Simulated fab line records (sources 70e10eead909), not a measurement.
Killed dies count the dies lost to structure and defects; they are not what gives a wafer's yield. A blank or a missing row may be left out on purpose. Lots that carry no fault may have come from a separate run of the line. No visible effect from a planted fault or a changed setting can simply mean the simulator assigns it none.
Matching of chambers | flow nand-harc | NHARC_A_STAIRCASE_DESCUM_291 on rie-diel-08 has 4 sister chambers
The step chemistry O2, time 3 s. 16 wafers are shown with their chamber, then 8 later ones without.

## WAFERS WITH THEIR CHAMBER
wafer  | chamber | drypump-motor-current-A (A) | showerhead-plenum-p-Torr (Torr) | rf-vpp-V (V)
L075.1 | 2       | 5.2                         | 1.82                            | 57.6
L075.2 | 3       | 5.2                         | 1.92                            | 58.4
L075.4 | 0       | 5.4                         | 1.82                            | 57.0
L076.1 | 2       | 5.2                         | 1.82                            | 55.7
L076.4 | 0       | 5.4                         | 1.81                            | 56.7
L076.5 | 1       | 6.0                         | 2.07                            | 58.5
L084.3 | 2       | 5.2                         | 1.81                            | 57.8
L084.4 | 1       | 6.0                         | 2.07                            | 60.3
L084.6 | 2       | 5.2                         | 1.81                            | 58.2
L088.1 | 0       | 5.4                         | 1.80                            | 57.3
L088.5 | 3       | 5.2                         | 1.90                            | 57.0
L088.6 | 0       | 5.4                         | 1.80                            | 57.2
L090.2 | 1       | 6.0                         | 2.06                            | 60.4
L090.4 | 2       | 5.3                         | 1.81                            | 56.4
L090.6 | 2       | 5.3                         | 1.81                            | 56.8
L092.3 | 1       | 6.0                         | 2.06                            | 58.2

SIGNATURES (means of the wafers above)
reading                  | chamber 0 | chamber 1 | chamber 2 | chamber 3 | scatter within a chamber
drypump-motor-current-A  | 5.400     | 6.000     | 5.233     | 5.200     | 0.0333
showerhead-plenum-p-Torr | 1.8075    | 2.0650    | 1.8133    | 1.9100    | 0.00768
rf-vpp-V                 | 57.050    | 59.350    | 57.083    | 57.700    | 0.9
Rule: for a wafer and a chamber, the distance is found by dividing, reading by reading, the gap between the wafer's reading and the chamber's mean by the reading's scatter, squaring, summing and taking the root. The wafer belongs to the nearest chamber; if the next one is less than 2 further off, it can't be placed. The scatter is the square root of a quotient: the sum, over the shown wafers, of each reading's squared deviation from its chamber's mean, divided by wafers minus chambers.

## WAFERS WITH NO CHAMBER GIVEN
wafer  | drypump-motor-current-A (A) | showerhead-plenum-p-Torr (Torr) | rf-vpp-V (V)
L092.4 | 5.4                         | 1.80                            | 57.4
L092.5 | 6.0                         | 2.06                            | 58.4
L094.2 | 5.4                         | 1.80                            | 57.3
L094.3 | 5.2                         | 1.90                            | 58.1
L094.4 | 6.0                         | 2.06                            | 57.8
L096.1 | 5.4                         | 1.80                            | 56.9
L096.2 | 6.0                         | 2.05                            | 58.4
L096.5 | 5.4                         | 1.80                            | 57.0

## EACH ONE'S CHAMBER
wafer  | from the rows above | in truth
L092.4 | 0                   | 0
L092.5 | 1                   | 1
L094.2 | 0                   | 0
L094.3 | 3                   | 3
L094.4 | 1                   | 1
L096.1 | 0                   | 0
L096.2 | 1                   | 1
L096.5 | 0                   | 0
Placed correctly: 8 of 8. From these rows, 0 cannot be placed. Placed wrongly: 0.
